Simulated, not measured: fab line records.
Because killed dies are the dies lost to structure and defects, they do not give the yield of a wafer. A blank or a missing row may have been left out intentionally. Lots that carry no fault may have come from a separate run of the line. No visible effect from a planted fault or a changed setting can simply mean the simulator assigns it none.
Which tool is to blame? + flow n5Finfet + 9 lots, 27 wafers sampled, at 7 steps of a route of 1938

## WHAT EACH GAUGE READ, for each wafer
N5_GATE_CUT_INSPECT_26: inspects for defects (darkfield).
| lot  | measured     | on               | rawDefectCount |
|------|--------------|------------------|----------------|
| L332 | day 4 22:09  | defectInspect-01 | 33 60 32       |
| L335 | day 5 18:50  | defectInspect-02 | 497 487 474    |
| L337 | day 6 06:40  | defectInspect-02 | 508 539 477    |
| L345 | day 8 07:58  | defectInspect-02 | 27 26 25       |
| L346 | day 8 13:34  | defectInspect-02 | 17 40 14       |
| L347 | day 8 20:55  | defectInspect-01 | 44 104 74      |
| L350 | day 9 13:51  | defectInspect-01 | 28 22 51       |
| L352 | day 9 23:54  | defectInspect-01 | 35 36 46       |
| L353 | day 10 08:14 | defectInspect-02 | 27 31 41       |

N5_MOL_CONTACT_COAG_INSPECT_10: inspects for defects (brightfield).
| lot  | measured     | on               | rawDefectCount |
|------|--------------|------------------|----------------|
| L332 | day 4 22:41  | defectInspect-02 | 72 111 55      |
| L335 | day 5 19:13  | defectInspect-02 | 521 499 491    |
| L337 | day 6 07:11  | defectInspect-02 | 554 560 498    |
| L345 | day 8 08:29  | defectInspect-01 | 55 55 60       |
| L346 | day 8 13:57  | defectInspect-01 | 45 55 32       |
| L347 | day 8 21:19  | defectInspect-02 | 85 220 113     |
| L350 | day 9 14:14  | defectInspect-01 | 59 49 87       |
| L352 | day 10 00:17 | defectInspect-02 | 67 60 79       |
| L353 | day 10 08:44 | defectInspect-01 | 53 48 62       |

N5_BEOL_M4_RC_MEAS_101.
| lot  | measured     | on        | DIBL_N (mV/V)  | DIBL_P (mV/V)  | IOFF_N (nA/um) | IOFF_P (nA/um) | ION_N (uA/um) | ION_P (uA/um) | SS_N (mV/dec)  | SS_P (mV/dec)  | VT_N (mV)   | VT_P (mV)      |
|------|--------------|-----------|----------------|----------------|----------------|----------------|---------------|---------------|----------------|----------------|-------------|----------------|
| L332 | day 8 00:55  | prober-01 | 37.2 34.5 34.7 | 36.6 33.5 33.6 | 0.19 0.13 0.14 | 0.27 0.20 0.22 | 692 663 663   | 476 461 469   | 72.1 71.3 71.2 | 73.0 72.5 73.0 | 249 252 249 | -242 -246 -246 |
| L335 | day 9 00:58  | prober-01 | 37.8 36.9 35.3 | 36.6 35.6 33.9 | 0.17 0.15 0.12 | 0.21 0.19 0.18 | 675 657 650   | 459 451 447   | 71.3 71.4 70.9 | 73.5 73.4 72.8 | 247 247 252 | -249 -249 -250 |
| L337 | day 9 04:19  | prober-01 | 38.4 39.2 39.6 | 39.0 38.8 39.8 | 0.19 0.20 0.21 | 0.27 0.25 0.27 | 665 668 658   | 464 449 454   | 72.2 72.3 72.4 | 73.6 74.1 74.5 | 247 249 247 | -248 -249 -250 |
| L345 | day 11 07:40 | prober-02 | 34.9 34.1 34.5 | 35.6 33.8 35.1 | 0.14 0.11 0.13 | 0.21 0.17 0.20 | 669 648 661   | 461 449 462   | 70.5 70.7 70.4 | 73.5 73.0 73.3 | 251 256 252 | -250 -253 -249 |
| L346 | day 11 10:03 | prober-02 | 37.9 37.5 35.4 | 37.6 37.4 35.6 | 0.20 0.17 0.14 | 0.24 0.24 0.21 | 662 668 665   | 461 462 464   | 72.1 71.8 71.1 | 73.2 73.2 73.1 | 247 249 251 | -247 -250 -249 |
| L347 | day 11 17:05 | prober-02 | 36.5 37.1 41.1 | 36.5 36.3 40.7 | 0.17 0.16 0.27 | 0.24 0.23 0.32 | 683 679 688   | 469 467 470   | 71.2 70.8 72.2 | 73.5 72.1 74.2 | 249 248 241 | -243 -248 -242 |
| L350 | day 13 08:39 | prober-01 | 39.6 37.1 37.6 | 42.4 39.0 39.3 | 0.21 0.16 0.15 | 0.29 0.22 0.22 | 678 670 666   | 466 467 452   | 72.8 71.3 72.0 | 73.9 73.5 73.6 | 247 250 251 | -248 -248 -249 |
| L352 | day 13 14:22 | prober-02 | 36.6 39.4 38.0 | 36.8 40.1 38.7 | 0.13 0.18 0.15 | 0.17 0.21 0.19 | 658 662 664   | 447 452 454   | 71.6 72.6 71.6 | 73.4 73.8 74.3 | 256 249 253 | -257 -251 -254 |
| L353 | day 14 10:43 | prober-02 | 35.5 36.0 35.8 | 34.4 35.2 34.2 | 0.15 0.16 0.14 | 0.20 0.22 0.20 | 675 678 664   | 467 466 461   | 72.0 71.8 71.2 | 73.6 73.5 73.1 | 250 246 251 | -250 -249 -252 |

## WHICH TOOL RAN EACH LOT (tool, then ch and the chambers of the sampled wafers, then the start)
| lot  | N5_GATE_CUT_VAPOR_ETCH_48        | N5_GATE_CUT_VAPOR_ETCH_51        | N5_GATE_CUT_ALD_22              | N5_GATE_CUT_CMP_61           |
|------|----------------------------------|----------------------------------|---------------------------------|------------------------------|
| L332 | rieMetal-03 ch 0, day 4 18:46    | rieMetal-03 ch 0, day 4 18:50    | aldSin-04 ch 0,2, day 4 19:32   | cmp-02 ch 0,1,2, day 4 21:55 |
| L335 | rieMetal-01 ch 0,1, day 5 16:03  | rieMetal-01 ch 0,1, day 5 16:07  | aldSin-02 ch 0,3, day 5 16:18   | cmp-02 ch 0,1,3, day 5 18:36 |
| L337 | rieMetal-02 ch 0,1, day 6 03:37  | rieMetal-02 ch 0,1, day 6 03:41  | aldSin-02 ch 0,1,3, day 6 03:53 | cmp-02 ch 0,1, day 6 06:11   |
| L345 | rieMetal-02 ch 0,1, day 8 05:01  | rieMetal-02 ch 0,1, day 8 05:05  | aldSin-02 ch 0,1,2, day 8 05:18 | cmp-03 ch 0,2,3, day 8 07:44 |
| L346 | rieMetal-02 ch 0,1, day 8 08:08  | rieMetal-02 ch 0,1, day 8 08:12  | aldSin-04 ch 0,2,3, day 8 11:02 | cmp-04 ch 0,2,3, day 8 13:20 |
| L347 | rieMetal-01 ch 0, day 8 17:19    | rieMetal-01 ch 0, day 8 17:26    | aldSin-04 ch 0,1,3, day 8 18:23 | cmp-04 ch 0,1,3, day 8 20:41 |
| L350 | rieMetal-02 ch 1, day 9 11:04    | rieMetal-02 ch 1, day 9 11:07    | aldSin-02 ch 0,1, day 9 11:19   | cmp-02 ch 0,1,3, day 9 13:39 |
| L352 | rieMetal-02 ch 0,1, day 9 21:07  | rieMetal-02 ch 0,1, day 9 21:10  | aldSin-02 ch 0,2,3, day 9 21:22 | cmp-02 ch 0,2,3, day 9 23:43 |
| L353 | rieMetal-03 ch 0,1, day 10 05:27 | rieMetal-03 ch 0,1, day 10 05:31 | aldSin-04 ch 0,2, day 10 05:42  | cmp-02 ch 2,3, day 10 08:00  |
- N5_GATE_CUT_VAPOR_ETCH_48: etches TiN in BCl3/Cl2.
- N5_GATE_CUT_VAPOR_ETCH_51: etches HfO2 in BCl3/Cl2.
- N5_GATE_CUT_ALD_22: deposits SiNx, target thk 16 nm, pulse time 1 s, ald cycles 320.
- N5_GATE_CUT_CMP_61: polishes, stops on SiNx, t overpolish 3 s.

## AS READ BY THE TOOLS THEMSELVES (means over the sampled wafers that have a number; for cases with no such wafer, the mark the record gives instead)
N5_GATE_CUT_VAPOR_ETCH_48.
| lot  | tool        | drypumpMotorCurrentA (A) | oesProductAu (a.u.) |
|------|-------------|--------------------------|---------------------|
| L332 | rieMetal-03 | 6.5                      | 0.72                |
| L335 | rieMetal-01 | 6.0                      | 0.70                |
| L337 | rieMetal-02 | 6.2                      | 0.78                |
| L345 | rieMetal-02 | 6.0                      | 0.82                |
| L346 | rieMetal-02 | 6.0                      | 0.82                |
| L347 | rieMetal-01 | 5.8                      | 0.65                |
| L350 | rieMetal-02 | 5.7                      | 0.86                |
| L352 | rieMetal-02 | 6.0                      | 0.80                |
| L353 | rieMetal-03 | 6.2                      | 0.74                |

N5_GATE_CUT_VAPOR_ETCH_51.
| lot  | tool        | drypumpMotorCurrentA (A) | oesProductAu (a.u.) |
|------|-------------|--------------------------|---------------------|
| L332 | rieMetal-03 | 6.6                      | 0.72                |
| L335 | rieMetal-01 | 6.0                      | 0.69                |
| L337 | rieMetal-02 | 6.2                      | 0.78                |
| L345 | rieMetal-02 | 6.0                      | 0.82                |
| L346 | rieMetal-02 | 6.0                      | 0.81                |
| L347 | rieMetal-01 | 5.8                      | 0.66                |
| L350 | rieMetal-02 | 5.7                      | 0.86                |
| L352 | rieMetal-02 | 6.0                      | 0.80                |
| L353 | rieMetal-03 | 6.2                      | 0.74                |

N5_GATE_CUT_ALD_22.
| lot  | tool      | heaterPowerW (W) | precursorPulseHeightRel |
|------|-----------|------------------|-------------------------|
| L332 | aldSin-04 | 725              | 1.026                   |
| L335 | aldSin-02 | 875              | 1.000                   |
| L337 | aldSin-02 | 802              | 0.983                   |
| L345 | aldSin-02 | 808              | 0.991                   |
| L346 | aldSin-04 | 789              | 0.997                   |
| L347 | aldSin-04 | 767              | 1.015                   |
| L350 | aldSin-02 | 787              | 0.994                   |
| L352 | aldSin-02 | 845              | 0.995                   |
| L353 | aldSin-04 | 730              | 0.995                   |

N5_GATE_CUT_CMP_61.
| lot  | tool   | motorCurrentA (A) | slurryFilterDpKPa (kPa) |
|------|--------|-------------------|-------------------------|
| L332 | cmp-02 | 11.8              | 13.42                   |
| L335 | cmp-02 | 12.0              | 13.48                   |
| L337 | cmp-02 | 12.0              | 13.63                   |
| L345 | cmp-03 | 15.1              | 13.50                   |
| L346 | cmp-04 | 11.6              | 13.58                   |
| L347 | cmp-04 | 11.5              | 13.56                   |
| L350 | cmp-02 | 11.7              | 13.60                   |
| L352 | cmp-02 | 11.9              | 13.44                   |
| L353 | cmp-02 | 11.9              | 13.57                   |

## THE ANSWER, worked out from the rows above alone
Rule: the usual values come from the lots themselves. Put in order of their means at a reading, lots are off if they are a third of the lots or fewer, leave a main group of 4 or more, and stand apart from it by a gap of 3 or more times the standard deviation of the main group's means; of several such gaps the widest counts. The tables above print the reading to a certain number of digits; a main group whose means all agree to those digits is not used. Also off: a lot with no number at a reading for which 4 or more lots have one. All remaining lots with rows at the step are treated as sound. First the gauges in route order, then the tools' own readings, where a lot's mean is used as printed above. The first step at which some lot is off is used, and at that step the reading that is off furthest; a lot without a number counts as furthest.
Off: L335, L337, at N5_GATE_CUT_INSPECT_26 (rawDefectCount). Mean 39 and standard deviation 16 in the main group.
A tool fits if, at a process step before that reading, it ran every lot that is off, and no sound lot after the first of them. The gauges at N5_GATE_CUT_INSPECT_26 are tried like those tools. Of those tried, none fits.

## WHAT THE SIMULATOR PUT IN
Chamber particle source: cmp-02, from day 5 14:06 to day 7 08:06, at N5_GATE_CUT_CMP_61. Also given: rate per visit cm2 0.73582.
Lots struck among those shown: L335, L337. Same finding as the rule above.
